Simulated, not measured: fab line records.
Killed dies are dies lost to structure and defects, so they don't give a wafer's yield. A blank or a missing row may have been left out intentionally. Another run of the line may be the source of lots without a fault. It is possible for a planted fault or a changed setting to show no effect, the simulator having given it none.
Problem report, 8D (eight disciplines) form, completed by code ; flow nand-harc ; the parts of the form that need people (team, actions taken, sign-off) are left out

== 1. PROBLEM STATEMENT ==
Mean of n2o-flow-sccm at NHARC_A_ONON_D1_DEP_06: 2396 sccm across 6 wafers in 2 lots; on wafers with no fault it is 1999 sccm (standard deviation 5.8). Measured from the usual mean, that is +68 standard deviations.
The step: target thk 1000 nm.
Earliest sighting: wafer L951.1 on pecvd-onon-04 at day 9 20:08. Wafers with a number at this step in the record: 39, from 13 lots. Rule for "out", or "out of limits": more than 4 standard deviations from the usual mean. Any other wafer with a number is counted as sound.

== 2. WHAT IT IS; WHAT IT IS NOT ==
question;is;is not
which readings at this step;n2o-flow-sccm;nh3-flow-sccm
which lots;L951, L953;L942, L943, L945, L954, L955, L956, L957, L958, L959, L960, L962
which wafers of those lots;all that have a number;-
read on which tools;pecvd-onon-04;pecvd-onon-01, pecvd-onon-03
when;from day 9 20:08;"up to then (9 sound wafers); but 24 sound wafers of L954, L955, L956, L957, L958, L959, L960, L962 came after"

== 3. THE SUSPECTS, EACH WITH WHAT RULES IT OUT ==
Counting: a tool at a process step up to the reading stays a suspect if it ran every lot that is out and no sound lot after the first of them.
- pecvd-onon-04 at NHARC_A_ONON_D1_DEP_06 (target thk 1000 nm): kept. It ran every lot that is out, first L951 (day 9 20:08), and no sound lot after that; its last sound lot up to then is L943 (day 7 23:42). Out on those wafers are its own readings of n2o-flow-sccm.
Left after counting: pecvd-onon-04 at NHARC_A_ONON_D1_DEP_06.

== 4. THE CAUSE (what the simulator had put in) ==
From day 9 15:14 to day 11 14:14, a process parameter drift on pecvd-onon-04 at NHARC_A_ONON_D1_DEP_06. Setting n2o-flow-sccm, moved by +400, from 2000. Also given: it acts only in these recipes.
Counting left only this tool.

== 5. SEQUENCE OF EFFECTS, ordered by route ==
One row per reading whose mean, taken over the struck wafers that have a number, lies over 3 standard deviations from the usual. Readings are gone through only where the record gives a usual standard deviation; hours: the median, over the lots, of the time from a lot's start at the first step in this table giving one to that lot's start at this step; sigmas: the change measured in usual standard deviations.
hours;step;reading;usual;on struck wafers;change;sigmas
0;NHARC_A_ONON_D1_DEP_06;n2o-flow-sccm;1999 sccm;2396;+397;+68
It contains these process steps:
- NHARC_A_ONON_D1_DEP_06: target thk 1000 nm.
Later measuring or inspecting steps at which every struck wafer that the step has a row for has a number for every such reading, and none has moved that far: NHARC_END_SORT_01.

== 6. HOW IT WOULD HAVE BEEN CAUGHT EARLIER ==
The fault began at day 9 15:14; the first out-of-limits reading in this record came at day 9 20:08, 5 hours later.
